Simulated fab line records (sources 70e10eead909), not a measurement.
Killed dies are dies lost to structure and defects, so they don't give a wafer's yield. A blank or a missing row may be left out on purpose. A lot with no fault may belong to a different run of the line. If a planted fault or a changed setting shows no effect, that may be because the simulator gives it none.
fab line records    flow nand-harc
record lots=6  wafers=18  last-day=24
route steps=1159 shown A_M0@1004
lots that met no fault: taken from a fault-free run of the same line
start-h: hours from the record's first day to the start of the lot's first wafer shown    wait-h: hours elapsed since this lot's preceding step    " unchanged from the row above    L1.1+2: a row that stands for several wafers    - no value present, or no start provided    * or withheld: withheld    < > ~ a bound
route shown NAME@n: NAME is a module with steps in the file, n the number in the route of the first one    usual: mean/standard deviation of fault-free wafers    same: alike in all rows    chamber/n: place in a boat    sites: readings site by site    _std_site: standard deviation of those values    _edge_site: inner sites' mean taken away from outer sites' mean    radius-mm: how far each site lies from the wafer's centre    mask NAME#n: copy n    behind: the tool/chamber that last shaped the wafer    hold: the reason the lot was held/the length of the hold in hours/how it ended    device: the transistor (n, p or np) that didn't switch    end of line: tests of these same wafers at the route's end    step lacking rows: just its recipe    killed: not the wafer's yield, but the dies lost to structure and defects at the first sort    map: shows each die of a wafer: x if killed, . if not, _ if none is there
set.NAME: setting as actually run; set.NAME@STEP: the setting as run at that earlier step    model.NAME: the simulator's own value behind a step, which no gauge read
lots at selected steps of the route; one table per step, one row per wafer
services: a tool's chamber out of use, with start hour (start-h, from the record's first day; less than 0 if before it), hours out, and reason
## steps
# step NHARC_A_M0_CD_MEAS_09
# recipe target-cd-nm=80  landing-energy-ev=500
# usual cd-nm=80.2/0.79
lot.wafer  tool       chamber  start-h  wait-h  cd-nm
L343.4     cd-sem-02  0        392.89   -       80.1
L343.5     "          0        "        "       80.9
L343.6     "          0        "        "       80.1
L351.2     cd-sem-01  0        460.83   -       80.1
L351.3     "          0        "        "       80.7
L351.6     "          0        "        "       80.5
L355.4     cd-sem-03  0        473.78   -       80.5
L355.5     "          0        "        "       82.3
L355.6     "          0        "        "       81.2
L357.3     cd-sem-01  0        475.01   -       81.8
L357.4     "          0        "        "       80.5
L357.6     "          0        "        "       81.8
L361.4     cd-sem-03  0        480.76   -       81.0
L361.5     "          0        "        "       78.2
L361.6     "          0        "        "       79.6
L364.3     cd-sem-02  0        535.64   -       79.4
L364.4     "          0        "        "       80.2
L364.6     "          0        "        "       80.5
# step NHARC_A_M0_OVL_MEAS_10
# recipe pitch-nm=160
# usual overlay-x-nm=-0.2/0.94  overlay-y-nm=0.0/0.85
lot.wafer  tool        chamber  start-h  wait-h  overlay-x-nm  overlay-y-nm
L343.4     overlay-01  -        392.97   -       -1.6          -0.3
L343.5     "           -        "        "       -1.6          0.3
L343.6     "           -        "        "       -1.5          0.8
L351.2     overlay-01  -        460.91   -       0.5           0.9
L351.3     "           -        "        "       0.3           1.6
L351.6     "           -        "        "       1.0           1.5
L355.4     overlay-02  -        473.88   -       1.0           -1.1
L355.5     "           -        "        "       1.0           -1.4
L355.6     "           -        "        "       1.3           -1.4
L357.3     overlay-02  -        475.09   -       -0.8          -0.1
L357.4     "           -        "        "       -0.6          0.3
L357.6     "           -        "        "       -0.5          0.0
L361.4     overlay-02  -        480.84   -       0.8           -0.5
L361.5     "           -        "        "       0.9           -0.2
L361.6     "           -        "        "       0.6           -0.5
L364.3     overlay-02  -        535.72   -       -2.3          1.2
L364.4     "           -        "        "       -2.3          0.2
L364.6     "           -        "        "       -1.7          0.2
# step NHARC_A_M0_INSPECT_11
# usual raw-defect-count=31/11
lot.wafer  tool               chamber  start-h  wait-h  raw-defect-count
L343.4     defect-inspect-01  -        393.01   0.0     30
L343.5     "                  -        "        "       18
L343.6     "                  -        "        "       12
L351.2     defect-inspect-02  -        460.95   0.0     23
L351.3     "                  -        "        "       36
L351.6     "                  -        "        "       37
L355.4     defect-inspect-02  -        473.91   0.0     54
L355.5     "                  -        "        "       48
L355.6     "                  -        "        "       44
L357.3     defect-inspect-01  -        475.13   0.0     44
L357.4     "                  -        "        "       29
L357.6     "                  -        "        "       39
L361.4     defect-inspect-01  -        480.88   0.0     41
L361.5     "                  -        "        "       37
L361.6     "                  -        "        "       34
L364.3     defect-inspect-02  -        535.76   0.0     41
L364.4     "                  -        "        "       38
L364.6     "                  -        "        "       42
# step NHARC_A_M0_DESCUM_14
# recipe time-s=3  o2-flow-sccm=200  ar-flow-sccm=0  bias-power-w=0  chemistry=O2
# step NHARC_A_M0_ETCH_34
# recipe target-depth-a=400  overetch-a=120  time-s=43.94  ion-energy-ev=200  n2-flow-sccm=150  h2-flow-sccm=150  ar-flow-sccm=0  rf-w=400  bias-w=150  chemistry=N2/H2
# usual drypump-motor-current-A=5.8/0.51  oes-product-au=0.996/0.012  rf-vpp-V=429.2/2.2  showerhead-plenum-p-Torr=1.99/0.073  throttle-valve-pct=14.172/0.0087
lot.wafer  tool         chamber  start-h  wait-h  drypump-motor-current-A  oes-product-au  rf-hours-counter-h  rf-vpp-V  showerhead-plenum-p-Torr  throttle-valve-pct
L343.4     rie-diel-01  3        393.16   0.1     5.4                      1.010           5                   431.2     2.04                      14.187
L343.5     "            1        "        "       5.6                      1.007           -                   428.4     1.93                      14.180
L343.6     "            2        "        "       6.2                      1.029           -                   433.2     2.11                      14.182
L351.2     rie-diel-05  2        461.10   0.1     6.3                      0.980           8                   429.5     2.01                      14.180
L351.3     "            3        "        "       6.0                      0.990           9                   429.2     1.98                      14.153
L351.6     "            1        "        "       5.5                      0.999           -                   430.5     1.98                      14.161
L355.4     rie-diel-05  0        474.20   0.2     5.2                      1.008           10                  432.4     2.15                      14.187
L355.6     "            2        "        "       6.2                      0.986           -                   428.1     2.01                      14.179
L355.5     "            3        "        "       6.1                      0.983           -                   426.8     1.98                      14.173
L357.4     rie-diel-05  0        475.28   0.1     5.2                      1.009           10                  434.5     2.15                      14.164
L357.3     "            1        "        "       5.5                      0.999           9                   428.8     1.98                      14.168
L357.6     "            0        "        "       5.2                      1.003           -                   434.1     2.15                      14.172
L361.4     rie-diel-05  1        481.03   0.1     5.5                      0.981           10                  428.4     1.98                      14.175
L361.5     "            3        "        "       6.0                      0.979           -                   430.2     1.98                      14.181
L361.6     "            0        "        "       5.2                      1.002           -                   433.5     2.15                      14.174
L364.4     rie-diel-05  3        535.90   0.1     6.0                      1.004           1                   428.4     1.98                      14.178
L364.3     "            1        "        "       5.5                      0.994           0                   429.2     1.98                      14.173
L364.6     "            3        "        "       6.1                      0.993           -                   428.6     1.98                      14.180
# step NHARC_A_M0_ETCH_15
# recipe target-depth-a=1500  overetch-a=150  time-s=82.5  c4f8-flow-sccm=withheld  ar-flow-sccm=400  rf-w=600  bias-w=300  chemistry=C4F8/Ar
# usual oes-product-au=0.951/0.025  rf-vpp-V=439.3/2.2
lot.wafer  tool         chamber  start-h  wait-h  oes-product-au  rf-hours-counter-h  rf-vpp-V
L343.4     rie-diel-01  0        -        -       0.967           5                   437.7
L343.6     "            2        "        "       0.980           -                   443.0
L343.5     "            3        "        "       0.981           -                   439.6
L351.2     rie-diel-05  0        -        -       0.937           9                   443.2
L351.3     "            1        "        "       0.915           8                   438.6
L351.6     "            0        "        "       0.929           -                   444.4
L355.4     rie-diel-05  0        -        -       0.939           10                  444.7
L355.5     "            2        "        "       0.923           -                   439.0
L355.6     "            3        "        "       0.912           -                   440.6
L357.3     rie-diel-05  2        -        -       0.914           9                   439.9
L357.4     "            3        "        "       0.911           10                  439.6
L357.6     "            2        "        "       0.910           -                   440.9
L361.4     rie-diel-05  0        -        -       0.977           11                  443.7
L361.5     "            1        "        "       0.954           -                   438.0
L361.6     "            2        "        "       0.951           -                   440.2
L364.4     rie-diel-05  2        -        -       0.975           0                   440.5
L364.3     "            3        "        "       0.959           1                   440.8
L364.6     "            3        "        "       0.951           -                   438.1
# step NHARC_A_M0_CD_MEAS_16
# usual cd-nm=80.2/1.3
lot.wafer  tool       chamber  start-h  wait-h  cd-nm
L343.4     cd-sem-02  -        393.37   -       79.5
L343.5     "          -        "        "       79.7
L343.6     "          -        "        "       79.9
L351.2     cd-sem-02  -        461.32   -       79.7
L351.3     "          -        "        "       80.8
L351.6     "          -        "        "       81.4
L355.4     cd-sem-02  -        474.41   -       81.7
L355.5     "          -        "        "       81.9
L355.6     "          -        "        "       80.8
L357.3     cd-sem-02  -        475.50   -       82.6
L357.4     "          -        "        "       80.3
L357.6     "          -        "        "       83.5
L361.4     cd-sem-03  -        481.25   -       81.2
L361.5     "          -        "        "       77.3
L361.6     "          -        "        "       81.3
L364.3     cd-sem-01  -        536.13   -       79.6
L364.4     "          -        "        "       81.5
L364.6     "          -        "        "       80.9
# step NHARC_A_M0_STRIP_18
# recipe power-w=1000  n2-flow-sccm=150  h2-flow-sccm=150  ar-flow-sccm=0  bias-w=0  chemistry=N2/H2
# step NHARC_A_M0_STRIP_19
# recipe time-s=600  temp-c=30  chemistry=post-etch-residue-remover
# step NHARC_A_M0_DEGAS_28
# recipe temp-c=250  time-s=60
# usual heater-power-w=332/36
lot.wafer  tool            chamber  start-h  wait-h  heater-power-w
L343.4     pvd-sputter-01  -        394.00   -       355
L343.5     "               -        "        "       249
L343.6     "               -        "        "       351
L351.2     pvd-sputter-02  -        461.94   -       352
L351.3     "               -        "        "       311
L351.6     "               -        "        "       387
L355.4     pvd-sputter-02  -        475.04   -       340
L355.5     "               -        "        "       288
L355.6     "               -        "        "       354
L357.4     pvd-sputter-02  -        476.12   -       293
L357.3     "               -        "        "       343
L357.6     "               -        "        "       353
L361.4     pvd-sputter-02  -        481.87   -       296
L361.5     "               -        "        "       292
L361.6     "               -        "        "       343
L364.4     pvd-sputter-01  -        536.74   -       343
L364.3     "               -        "        "       252
L364.6     "               -        "        "       349
# step NHARC_A_M0_PRE_CLEAN_29
# recipe time-s=30  temp-c=280  gas=H2/He
# usual heater-power-w=405/44
lot.wafer  tool            chamber  start-h  wait-h  heater-power-w
L343.4     pvd-sputter-01  -        -        -       302
L343.5     "               -        "        "       436
L343.6     "               -        "        "       444
L351.2     pvd-sputter-02  -        -        -       440
L351.3     "               -        "        "       475
L351.6     "               -        "        "       370
L355.4     pvd-sputter-02  -        -        -       469
L355.6     "               -        "        "       475
L355.5     "               -        "        "       419
L357.3     pvd-sputter-02  -        -        -       365
L357.4     "               -        "        "       421
L357.6     "               -        "        "       368
L361.4     pvd-sputter-02  -        -        -       416
L361.5     "               -        "        "       367
L361.6     "               -        "        "       431
L364.4     pvd-sputter-01  -        -        -       404
L364.3     "               -        "        "       304
L364.6     "               -        "        "       417
# step NHARC_A_M0_PVD_20
# recipe target-thk-a=50  bias-v=168.6  power-w=15000  chamber-pressure-pa=0.12  time-s=8.06  substrate-temp-c=50  material=TaN
# usual bias-v=168.8/1.9  cathode-dc-power-W=15000/2.8  substrate-temp-c=49.99/0.12  throttle-valve-pct=29.9/0.93
lot.wafer  tool            chamber  start-h  wait-h  bias-v  cathode-dc-power-W  substrate-temp-c  throttle-valve-pct
L343.4     pvd-sputter-01  -        -        -       166.8   14998               49.95             30.3
L343.5     "               -        "        "       170.9   15004               50.13             30.0
L343.6     "               -        "        "       171.3   15000               49.69             28.1
L351.2     pvd-sputter-02  -        -        -       168.1   15002               50.07             29.4
L351.3     "               -        "        "       169.0   14999               49.99             30.9
L351.6     "               -        "        "       167.9   15000               49.89             29.4
L355.4     pvd-sputter-02  -        -        -       171.3   14996               49.88             31.0
L355.6     "               -        "        "       169.3   14999               49.72             30.3
L355.5     "               -        "        "       169.3   15005               50.17             29.3
L357.3     pvd-sputter-02  -        -        -       168.1   14999               49.89             29.4
L357.4     "               -        "        "       169.9   14997               50.07             30.9
L357.6     "               -        "        "       170.5   15000               50.10             31.2
L361.4     pvd-sputter-02  -        -        -       169.6   14999               50.06             31.1
L361.5     "               -        "        "       165.1   15001               50.21             29.3
L361.6     "               -        "        "       167.9   15000               49.91             30.5
L364.3     pvd-sputter-01  -        -        -       168.4   14999               49.95             30.3
L364.4     "               -        "        "       169.5   15000               49.89             29.7
L364.6     "               -        "        "       167.4   15000               50.01             30.1
# step NHARC_A_M0_PVD_21
# recipe target-thk-a=300  chamber-pressure-pa=5  power-w=5000  substrate-temp-c=30  time-s=20.49  material=Cu
# usual cathode-dc-power-W=5000.1/0.87  chamber-pressure-pa=4.999/0.01  substrate-temp-c=30.02/0.11  throttle-valve-pct=29.9/0.98
lot.wafer  tool            chamber  start-h  wait-h  cathode-dc-power-W  chamber-pressure-pa  substrate-temp-c  throttle-valve-pct
L343.4     pvd-sputter-01  -        394.21   -       4999.7              5.014                29.93             27.8
L343.5     "               -        "        "       5000.8              5.009                30.01             27.6
L343.6     "               -        "        "       4999.4              4.998                29.83             29.6
L351.3     pvd-sputter-02  -        462.16   -       -                   -                    -                 -
L351.2     "               -        "        "       -                   -                    -                 -
L351.6     "               -        "        "       -                   -                    -                 -
L355.4     pvd-sputter-02  -        475.26   -       -                   -                    -                 -
L355.6     "               -        "        "       -                   -                    -                 -
L355.5     "               -        "        "       -                   -                    -                 -
L357.4     pvd-sputter-02  -        476.36   -       5000.1              4.977                29.83             29.7
L357.3     "               -        "        "       5000.8              4.996                30.04             31.3
L357.6     "               -        "        "       5001.3              4.995                30.07             30.4
L361.4     pvd-sputter-02  -        482.13   -       5000.3              4.997                29.81             29.6
L361.5     "               -        "        "       4999.7              4.985                30.18             30.5
L361.6     "               -        "        "       4998.3              4.989                30.09             29.4
L364.4     pvd-sputter-01  -        536.98   -       4999.8              4.994                29.99             29.7
L364.3     "               -        "        "       5000.3              5.000                30.04             28.0
L364.6     "               -        "        "       5000.1              4.993                30.17             28.8
# step NHARC_A_M0_ECD_22
# recipe target-thk-a=4000  bath-temp-c=25  material=Cu
## services
tool            chamber  start-h  hours  kind
rie-diel-05     0        374.10   -      clean
rie-diel-05     1        374.10   -      clean
rie-diel-05     2        374.10   -      clean
rie-diel-05     3        374.10   -      clean
pvd-sputter-02  -        392.00   10.0   pm
rie-diel-05     0        398.60   -      clean
rie-diel-05     1        398.60   -      clean
rie-diel-05     2        398.60   -      clean
rie-diel-05     3        398.60   -      clean
rie-diel-05     0        423.11   -      clean
rie-diel-05     1        423.11   -      clean
rie-diel-05     2        423.11   -      clean
rie-diel-05     3        423.11   -      clean
rie-diel-01     0        428.35   2.5    repair
rie-diel-05     0        447.61   -      clean
rie-diel-05     1        447.61   -      clean
rie-diel-05     2        447.61   -      clean
rie-diel-05     3        447.61   -      clean
rie-diel-05     0        472.11   -      clean
rie-diel-01     -        491.86   9.0    pm
pvd-sputter-01  -        514.02   10.0   pm
rie-diel-05     -        517.60   9.0    pm
rie-diel-01     1        526.66   2.9    repair
rie-diel-01     3        527.39   5.3    repair
## key
first-sign step=NHARC_A_M0_PVD_21  reading=tool-record  direction=missing
effect none on later readings
met-at NHARC_A_M0_PVD_21
struck-wafers L351.2,L351.3,L351.6,L355.4,L355.5,L355.6
later-rows-left-out L351.2,L351.3,L351.6,L355.4,L355.5,L355.6
sort-left-out L351.2,L351.3,L351.6,L355.4,L355.5,L355.6
fault kind=skipped-step-whole  tool=pvd-sputter-02  chamber=-  onset-h=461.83  steps=NHARC_A_M0_PVD_21  scope=struck-lots-only
# sort-left-out: the simulated sort isn't trusted on such a fault, so these wafers' sort isn't shown, and their yield isn't known
# later-rows-left-out: the simulator's readings of these wafers behind a module that went badly wrong aren't trusted and aren't shown, but for the sort
